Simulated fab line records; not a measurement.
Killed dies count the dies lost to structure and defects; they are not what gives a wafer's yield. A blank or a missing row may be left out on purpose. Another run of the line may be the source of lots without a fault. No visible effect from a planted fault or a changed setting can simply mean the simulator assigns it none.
Comparing a struck lot with a sound one	flow nand-harc	17 steps out of a route of 1302
Sound: the wafers L734.2, L734.4, L734.6. Struck: wafers L745.4, L745.5 (left out: L745.6, a lot-mate that was not struck); the cause follows at the end.
Per side, at each step with rows, come the tool, then ch with its chambers, and then its first start. Under that, the readings that differ: sound wafers	struck wafers	difference of the means	sigmas: that difference in standard deviations of wafers without a fault.
alike: a reading whose means differ by less than 2 such deviations, as well as words and numbers matching on both sides. not compared: withheld readings; readings where some wafer has no value; bounds like >300 that might hide an equal value; numbers whose values overlap and for which the record gives no deviation.
A row with sigmas, a row that says differs or no value, or rows on one side alone: a step with any of these is where the two part. When numbers do not overlap yet have no deviation, they are printed without sigmas and do not part them. A reading missing from all wafers of one side parts the sides only when that side holds two or more wafers.

NHARC_P_M2_INSPECT_11:
  sound on defect-inspect-01 at day 9 01:37; struck on defect-inspect-01 at day 13 13:23
  alike: raw-defect-count
then, 2 steps without rows for these wafers: NHARC_P_M2_DESCUM_14 (chemistry O2, time 3 s); NHARC_P_M2_ETCH_35 (etches the open film in N2/H2, target depth 40 nm, overetch 12 nm, time 43.94 s).
NHARC_P_M2_ETCH_15: etches the open film in C4F8/Ar, target depth 182.5 nm, time 91.2 s.
  sound on rie-diel-01 ch 0,2; struck on rie-diel-01 ch 1
  alike: bias-w, oes-product-au, rf-vpp-V
  not compared: rf-hours-counter-h
NHARC_P_M2_CD_MEAS_16:
  sound on cd-sem-03 at day 9 01:59; struck on cd-sem-02 at day 13 13:46
  alike: cd-nm
then, 3 steps without rows for these wafers: NHARC_P_M2_STRIP_18 (strips in N2/H2); NHARC_P_M2_ETCH_28 (etches the open film in CF4/N2, target depth 30 nm, time 72.99 s); NHARC_P_M2_STRIP_19 (strips in post etch residue remover, time 600 s).
NHARC_P_M2_DEGAS_29: time 60 s.
  sound on pvd-sputter-02 at day 9 02:42; struck on pvd-sputter-02 at day 13 14:28
  alike: heater-power-w
NHARC_P_M2_PRE_CLEAN_30: time 30 s.
  sound on pvd-sputter-02; struck on pvd-sputter-02
  alike: heater-power-w
then, 1 step without rows for these wafers: NHARC_P_M2_PVD_20 (deposits TaN, target thk 5 nm, time 8.06 s).
NHARC_P_M2_PVD_21: deposits Cu, target thk 30 nm, time 20.49 s.
  sound on pvd-sputter-02; struck on pvd-sputter-02
  alike: throttle-valve-pct
NHARC_P_M2_ECD_22: material Cu, target thk 400 nm.
  sound on ecd-cu-02 ch 0,1, day 9 03:04; struck on ecd-cu-02 ch 0,1, day 13 14:59
NHARC_P_M2_ANNEAL_31: time 90 s.
  sound on rtp-anneal-01 ch 0, day 9 03:29; struck on rtp-anneal-01 ch 0, day 13 15:22
  alike: wafer_temp_C_max
NHARC_P_M2_CMP_23: polishes, t overpolish 20 s, target thk 144.3 nm.
  sound on cmp-04 ch 1,2, day 9 03:47; struck on cmp-03 ch 0,3, day 13 15:37
reading	sound	struck	difference	sigmas
time-to-endpoint-s (s)	26.4 24.6 29.6	47.0 48.8	+21.0	+8
  alike: motor-current-A
NHARC_P_M2_THK_MEAS_24: measures by xrf.
  sound on film-metro-02 at day 9 04:05; struck on film-metro-01 at day 13 15:53
  alike: thk-nm
-- the record jumps here: 18 days lie between the struck wafers' starts before and after (it left off in module P_M2 and takes up again in module END, whose first step shown is number 1302 of the route) --
NHARC_END_SORT_01:
  here the record holds rows for the struck wafers (prober-02 ch 0, day 31 17:25) but none for the sound ones

WHERE THEY PART
At NHARC_P_M2_CMP_23 first; at NHARC_END_SORT_01 last (within this record only).

WHY: the cause the simulator had injected
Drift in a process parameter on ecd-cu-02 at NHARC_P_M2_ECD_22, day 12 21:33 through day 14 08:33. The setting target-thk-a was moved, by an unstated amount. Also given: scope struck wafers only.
